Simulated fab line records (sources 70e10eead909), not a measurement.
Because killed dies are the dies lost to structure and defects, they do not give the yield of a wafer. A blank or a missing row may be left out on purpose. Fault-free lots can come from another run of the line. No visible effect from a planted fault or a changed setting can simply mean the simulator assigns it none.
Which tool was responsible? -- flow nand-harc -- 11 lots with 33 wafers sampled at 3 steps, on a route of 1159 steps

## WHAT THE GAUGES SHOWED, per wafer
NHARC_P_M2_CD_MEAS_09: target cd 170 nm.
lot,measured,on,cd-nm (nm)
L569,day 6 21:45,cd-sem-02,168.6 169.7 171.4
L571,day 7 15:27,cd-sem-02,169.2 169.0 169.2
L573,day 7 20:00,cd-sem-03,168.9 170.5 170.5
L574,day 8 09:42,cd-sem-02,170.4 169.0 170.6
L576,day 8 14:26,cd-sem-01,169.8 170.0 169.6
L575,day 8 16:36,cd-sem-02,170.8 170.5 171.1
L577,day 8 19:02,cd-sem-03,169.7 169.6 169.3
L583,day 10 09:59,cd-sem-03,171.1 170.2 169.8
L586,day 11 08:51,cd-sem-03,169.4 169.5 169.9
L588,day 11 12:26,cd-sem-03,169.4 168.8 169.1
L587,day 11 12:45,cd-sem-02,171.5 170.2 169.8

## EACH LOT AND THE TOOL THAT RAN IT (in order: tool; ch and the chambers of the sampled wafers; start)
lot,NHARC_P_M1_ETCH_35,NHARC_P_M2_DEP_00
L569,"rie-diel-07 ch 1,2, day 6 17:58","pecvd-04 ch 0,1,2, day 6 21:04"
L571,"rie-diel-07 ch 1,3, day 7 11:03","pecvd-04 ch 0,2, day 7 14:47"
L573,"rie-diel-08 ch 1,2,3, day 7 16:05","pecvd-04 ch 0,1, day 7 19:13"
L574,"rie-diel-07 ch 0,1,3, day 8 04:45","pecvd-02 ch 0,2, day 8 08:05"
L576,"rie-diel-07 ch 0,1,2, day 8 09:58","pecvd-01 ch 0,1,2, day 8 13:02"
L575,"rie-diel-11 ch 1,2,3, day 8 12:40","pecvd-01 ch 0,2, day 8 15:49"
L577,"rie-diel-08 ch 0,3, day 8 15:08","pecvd-01 ch 0,2, day 8 18:15"
L583,"rie-diel-11 ch 1,2, day 10 06:13","pecvd-01 ch 0,1, day 10 09:16"
L586,"rie-diel-07 ch 0,2, day 11 04:50","pecvd-02 ch 0,1,2, day 11 08:03"
L588,"rie-diel-08 ch 1,2,3, day 11 08:34","pecvd-02 ch 0,1, day 11 11:41"
L587,"rie-diel-11 ch 0,2,3, day 11 08:50","pecvd-02 ch 0,1, day 11 11:53"
- NHARC_P_M1_ETCH_35: etches the open film in N2/H2, target depth 40 nm, overetch 12 nm, time 43.94 s.
- NHARC_P_M2_DEP_00: deposits SiOC, target thk 182.5 nm.

## THE ANSWER, worked out from the rows above alone
Rule: the usual values come from the lots themselves. The widest of any qualifying gaps counts: lots, ordered by their means at a reading, are off when they make up no more than a third of the lots, leave a main group of 4 or more, and stand apart from it by 3 or more times the standard deviation of that group's means. A main group whose means are all the same, to the digits that the tables above print for the reading, isn't used. Also off: a lot with no number at a reading for which 4 or more lots have one. All remaining lots with rows at the step are treated as sound.
No lot is off at any reading shown: from this, nothing can be told.

## WHAT WAS PUT IN BY THE SIMULATOR
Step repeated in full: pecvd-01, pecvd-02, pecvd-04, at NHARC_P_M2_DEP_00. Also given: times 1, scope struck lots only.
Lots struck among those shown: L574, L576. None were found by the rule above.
